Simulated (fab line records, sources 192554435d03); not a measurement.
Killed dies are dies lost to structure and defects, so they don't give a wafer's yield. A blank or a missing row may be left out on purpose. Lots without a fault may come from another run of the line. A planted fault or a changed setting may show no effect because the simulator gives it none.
Which tool did it? | flow n5_finfet | 9 lots, 25 wafers sampled, at 5 steps of a route of 1938

WHAT THE GAUGES READ, wafer by wafer
N5_BEOL_M4_RC_MEAS_101. Usual: DIBL_N 36.9 mV/V, standard deviation 1.7; DIBL_P 37.3 mV/V, standard deviation 2.3; IOFF_N 0.16 nA/um, standard deviation 0.033; IOFF_P 0.22 nA/um, standard deviation 0.04; ION_N 673 uA/um, standard deviation 12; ION_P 463 uA/um, standard deviation 8; SS_N 71.6 mV/dec, standard deviation 0.58; SS_P 73.4 mV/dec, standard deviation 0.74; VT_N 250 mV, standard deviation 3.2; VT_P -250 mV, standard deviation 3.4.
lot  | measured     | on        | DIBL_N (mV/V)  | DIBL_P (mV/V)  | IOFF_N (nA/um) | IOFF_P (nA/um) | ION_N (uA/um) | ION_P (uA/um) | SS_N (mV/dec)  | SS_P (mV/dec)  | VT_N (mV)   | VT_P (mV)      | flag
L340 | day 7 21:47  | prober-01 | 38.3 39.7 36.7 | 40.6 42.2 38.1 | 0.22 0.25 0.18 | 0.29 0.33 0.24 | 691 681 675   | 471 473 467   | 71.8 73.0 72.2 | 74.1 74.5 73.4 | 247 243 250 | -247 -244 -248 |
L343 | day 8 18:08  | prober-02 | 37.3 36.1 36.7 | 38.3 37.8 38.3 | 0.18 0.16 0.18 | 0.23 0.22 0.24 | 676 668 684   | 460 464 475   | 72.1 71.6 72.0 | 73.7 72.9 72.8 | 249 252 247 | -249 -250 -249 |
L345 | day 9 07:04  | prober-01 | 36.9 34.3 35.0 | 36.3 33.5 33.1 | 0.17 0.14 0.13 | 0.20 0.17 0.16 | 665 684 660   | 451 461 446   | 71.1 70.8 71.4 | 73.1 73.1 72.3 | 251 250 253 | -252 -257 -257 |
L347 | day 10 02:21 | prober-01 | 40.5 37.7 36.3 | 41.6 37.0 35.5 | 0.24 0.17 0.14 | 0.30 0.21 0.19 | 687 668 661   | 473 462 454   | 72.5 71.4 71.3 | 74.3 73.4 72.9 | 245 249 251 | -245 -250 -251 |
L358 | day 12 07:57 | prober-01 | 36.9 35.7      | 35.1 34.5      | 0.13 0.13      | 0.20 0.19      | 654 661       | 456 453       | 71.3 71.7      | 73.8 73.3      | 256 252     | -252 -251      |
L359 | day 13 03:25 | prober-01 | 38.5 38.1      | 37.8 37.8      | 0.17 0.17      | 0.23 0.23      | 697 670       | 476 462       | 71.4 71.7      | 73.7 72.7      | 248 251     | -249 -250      |
L360 | day 13 16:40 | prober-02 | 37.1 34.8 32.6 | 37.2 35.2 31.7 | 0.18 0.14 0.10 | 0.22 0.18 0.15 | 677 677 650   | 461 458 449   | 71.6 70.7 69.9 | 74.7 72.4 72.3 | 246 252 257 | -251 -254 -259 |
L361 | day 13 20:19 | prober-01 | 34.2 39.0 36.4 | 36.0 41.1 37.0 | 0.12 0.20 0.14 | 0.19 0.27 0.21 | 669 677 667   | 467 465 464   | 71.6 72.0 71.3 | 72.4 73.9 73.9 | 256 246 254 | -254 -248 -248 |
L362 | day 13 19:45 | prober-02 | 38.6 39.3 37.7 | 39.3 39.4 38.0 | 0.18 0.18 0.14 | 0.24 0.23 0.21 | 673 669 661   | 459 459 453   | 71.7 72.6 72.0 | 73.9 74.4 73.8 | 252 251 255 | -252 -253 -255 |

WHICH TOOL RAN EACH LOT (tool, then ch and the chambers of the sampled wafers, then the start)
lot  | N5_MOL_CONTACT_COAG_ETCH_105       | N5_MOL_CONTACT_COAG_ETCH_106       | N5_MOL_CONTACT_COAG_ETCH_15        | N5_MOL_CONTACT_COAG_ALD_20
L340 | rie_diel-02 ch 2,3, day 4 14:43    | rie_diel-02 ch 2,3, day 4 14:45    | rie_diel-02 ch 2,3, day 4 14:53    | ald_metal-01 ch 0,1,3, day 4 18:10
L343 | rie_diel-06 ch 1,2,3, day 5 12:13  | rie_diel-06 ch 1,2,3, day 5 12:15  | rie_diel-06 ch 1,2,3, day 5 12:23  | ald_metal-04 ch 0,1,2, day 5 13:56
L345 | rie_diel-06 ch 2,3, day 5 22:09    | rie_diel-06 ch 2,3, day 5 22:11    | rie_diel-06 ch 2,3, day 5 22:19    | ald_metal-04 ch 0,1, day 5 23:11
L347 | rie_diel-01 ch 1,2,3, day 6 12:37  | rie_diel-01 ch 1,2,3, day 6 12:38  | rie_diel-01 ch 1,2,3, day 6 12:47  | ald_metal-04 ch 0,1,2, day 6 15:14
L358 | rie_diel-02 ch 0,2, day 9 01:15    | rie_diel-02 ch 0,2, day 9 01:17    | rie_diel-02 ch 0,2, day 9 01:25    | ald_metal-04 ch 0,2, day 9 02:14
L359 | rie_diel-06 ch 0,1, day 9 12:18    | rie_diel-06 ch 0,1, day 9 12:21    | rie_diel-06 ch 0,1, day 9 12:29    | ald_metal-04 ch 2,3, day 9 13:23
L360 | rie_diel-06 ch 0,1,3, day 9 14:09  | rie_diel-06 ch 0,1,3, day 9 14:10  | rie_diel-06 ch 0,1,3, day 9 14:19  | ald_metal-04 ch 0,1,2, day 9 15:31
L361 | rie_diel-01 ch 1,3, day 10 03:05   | rie_diel-01 ch 1,3, day 10 03:07   | rie_diel-01 ch 1,3, day 10 03:16   | ald_metal-01 ch 0,1, day 10 04:04
L362 | rie_diel-06 ch 0,2,3, day 10 05:35 | rie_diel-06 ch 0,2,3, day 10 05:36 | rie_diel-06 ch 0,2,3, day 10 05:44 | ald_metal-01 ch 0,1, day 10 06:29
- N5_MOL_CONTACT_COAG_ETCH_105: etches SiARC in CF4, target depth 15.6 nm, time 26 s.
- N5_MOL_CONTACT_COAG_ETCH_106: etches SOC in N2/H2, target depth 80 nm, overetch 16 nm, time 120 s.
- N5_MOL_CONTACT_COAG_ETCH_15: etches SiNx in CH3F/O2, stops on Si:P, target depth 7 nm.
- N5_MOL_CONTACT_COAG_ALD_20: deposits TiN, target thk 1.5 nm, pulse time 1 s, purge time 3 s.

WHAT THE TOOLS THEMSELVES READ (means of the sampled wafers that have a number; where no wafer has one, the mark that the record gives instead)
N5_MOL_CONTACT_COAG_ETCH_105. Usual: cf4_flow_sccm 100.0 sccm, standard deviation 0.32; drypump_motor_current_A 5.8 A, standard deviation 0.36; etch_rf_on_time_s 26.0 s, standard deviation 0.54; oes_product_au 0.70 a.u., standard deviation 0.086; rf_vpp_V 184.5 V, standard deviation 1.2; showerhead_plenum_p_Torr 2.18 Torr, standard deviation 0.067; throttle_valve_pct 15.62 %, standard deviation 0.25.
lot  | tool        | cf4_flow_sccm (sccm) | drypump_motor_current_A (A) | etch_rf_on_time_s (s) | oes_product_au (a.u.) | rf_vpp_V (V) | showerhead_plenum_p_Torr (Torr) | throttle_valve_pct (%) | flag
L340 | rie_diel-02 | 99.9                 | 5.7                         | 26.4                  | 0.66                  | 184.8        | 2.19                            | 15.40                  |
L343 | rie_diel-06 | 100.1                | 5.9                         | 26.3                  | 0.66                  | 184.1        | 2.14                            | 15.78                  |
L345 | rie_diel-06 | 100.2                | 5.5                         | 26.2                  | 0.66                  | 183.7        | 2.12                            | 15.74                  |
L347 | rie_diel-01 | 99.9                 | 5.8                         | 26.2                  | 0.67                  | 184.2        | 2.20                            | 15.72                  |
L358 | rie_diel-02 | 99.7                 | 6.1                         | 26.0                  | 0.74                  | 185.0        | 2.16                            | 15.23                  |
L359 | rie_diel-06 | 99.8                 | 6.3                         | 25.7                  | 0.76                  | 183.6        | 2.14                            | 15.66                  |
L360 | rie_diel-06 | 99.7                 | 6.0                         | 26.3                  | 0.70                  | 183.9        | 2.13                            | 15.77                  |
L361 | rie_diel-01 | 100.1                | 5.6                         | 25.8                  | 0.76                  | 185.5        | 2.21                            | 15.58                  |
L362 | rie_diel-06 | 100.1                | 5.8                         | 26.1                  | 0.69                  | 183.5        | 2.10                            | 15.71                  |

N5_MOL_CONTACT_COAG_ETCH_106. Usual: drypump_motor_current_A 5.9 A, standard deviation 0.35; h2_flow_sccm 200.1 sccm, standard deviation 0.59; oes_product_au 0.73 a.u., standard deviation 0.083; rf_vpp_V 525.2 V, standard deviation 2.5; showerhead_plenum_p_Torr 2.58 Torr, standard deviation 0.079; throttle_valve_pct 17.87 %, standard deviation 0.21.
lot  | tool        | drypump_motor_current_A (A) | h2_flow_sccm (sccm) | oes_product_au (a.u.) | rf_vpp_V (V) | showerhead_plenum_p_Torr (Torr) | throttle_valve_pct (%) | flag
L340 | rie_diel-02 | 5.7                         | 200.6               | 0.71                  | 525.5        | 2.61                            | 17.66                  |
L343 | rie_diel-06 | 5.9                         | 200.1               | 0.69                  | 523.7        | 2.54                            | 18.04                  |
L345 | rie_diel-06 | 5.5                         | 199.5               | 0.70                  | 523.2        | 2.51                            | 18.00                  |
L347 | rie_diel-01 | 5.8                         | 200.3               | 0.71                  | 525.9        | 2.60                            | 17.91                  |
L358 | rie_diel-02 | 6.1                         | 200.4               | 0.77                  | 523.6        | 2.58                            | 17.48                  |
L359 | rie_diel-06 | 6.3                         | 198.9               | 0.79                  | 524.3        | 2.54                            | 17.98                  |
L360 | rie_diel-06 | 6.0                         | 200.3               | 0.73                  | 523.8        | 2.52                            | 18.04                  |
L361 | rie_diel-01 | 5.6                         | 200.1               | 0.79                  | 526.7        | 2.62                            | 17.80                  |
L362 | rie_diel-06 | 5.8                         | 199.5               | 0.72                  | 521.8        | 2.49                            | 18.03                  |

N5_MOL_CONTACT_COAG_ETCH_15. Usual: drypump_motor_current_A 5.8 A, standard deviation 0.35; oes_product_au 0.60 a.u., standard deviation 0.068; rf_vpp_V 301 V, standard deviation 3.8; showerhead_plenum_p_Torr 2.03 Torr, standard deviation 0.063; throttle_valve_pct 16.35 %, standard deviation 0.24.
lot  | tool        | drypump_motor_current_A (A) | oes_product_au (a.u.) | rf_vpp_V (V) | showerhead_plenum_p_Torr (Torr) | throttle_valve_pct (%) | flag
L340 | rie_diel-02 | 5.7                         | 0.58                  | 301          | 2.05                            | 16.13                  |
L343 | rie_diel-06 | 5.9                         | 0.57                  | 303          | 2.00                            | 16.51                  |
L345 | rie_diel-06 | 5.5                         | 0.57                  | 303          | 1.98                            | 16.44                  |
L347 | rie_diel-01 | 5.8                         | 0.57                  | 301          | 2.06                            | 16.46                  |
L358 | rie_diel-02 | 6.1                         | 0.62                  | 306          | 2.02                            | 16.02                  |
L359 | rie_diel-06 | 6.4                         | 0.65                  | 303          | 2.00                            | 16.40                  |
L360 | rie_diel-06 | 6.0                         | 0.60                  | 303          | 1.99                            | 16.49                  |
L361 | rie_diel-01 | 5.6                         | 0.65                  | 300          | 2.07                            | 16.30                  |
L362 | rie_diel-06 | 5.8                         | 0.59                  | 302          | 1.96                            | 16.43                  |

N5_MOL_CONTACT_COAG_ALD_20. Usual: heater_power_w 851 W, standard deviation 110; precursor_pulse_height_rel 1.000, standard deviation 0.021.
lot  | tool         | heater_power_w (W) | precursor_pulse_height_rel | flag
L340 | ald_metal-01 | 941                | 1.008                      |
L343 | ald_metal-04 | 805                | 1.000                      |
L345 | ald_metal-04 | 727                | 1.019                      |
L347 | ald_metal-04 | 802                | 0.997                      |
L358 | ald_metal-04 | 844                | 0.993                      |
L359 | ald_metal-04 | 882                | 0.994                      |
L360 | ald_metal-04 | 804                | 0.994                      |
L361 | ald_metal-01 | 982                | 0.996                      |
L362 | ald_metal-01 | 920                | 0.984                      |

THE ANSWER, worked out from the rows above alone
Rule: a lot is off if the mean of its wafers that have a number lies more than 3 standard deviations from the usual mean. A lot without any number at a reading at which 4 lots or more have one is off too. The other lots that the step has rows for count as sound. The gauges are gone through in route order, then the tools' own readings, and for those a lot's mean is taken as printed above. The first step at which some lot is off is used, and at that step the reading that is off furthest; a lot without a number counts as furthest.
No lot is off at any reading shown: from this, nothing can be told.

WHAT THE SIMULATOR HAD PUT IN
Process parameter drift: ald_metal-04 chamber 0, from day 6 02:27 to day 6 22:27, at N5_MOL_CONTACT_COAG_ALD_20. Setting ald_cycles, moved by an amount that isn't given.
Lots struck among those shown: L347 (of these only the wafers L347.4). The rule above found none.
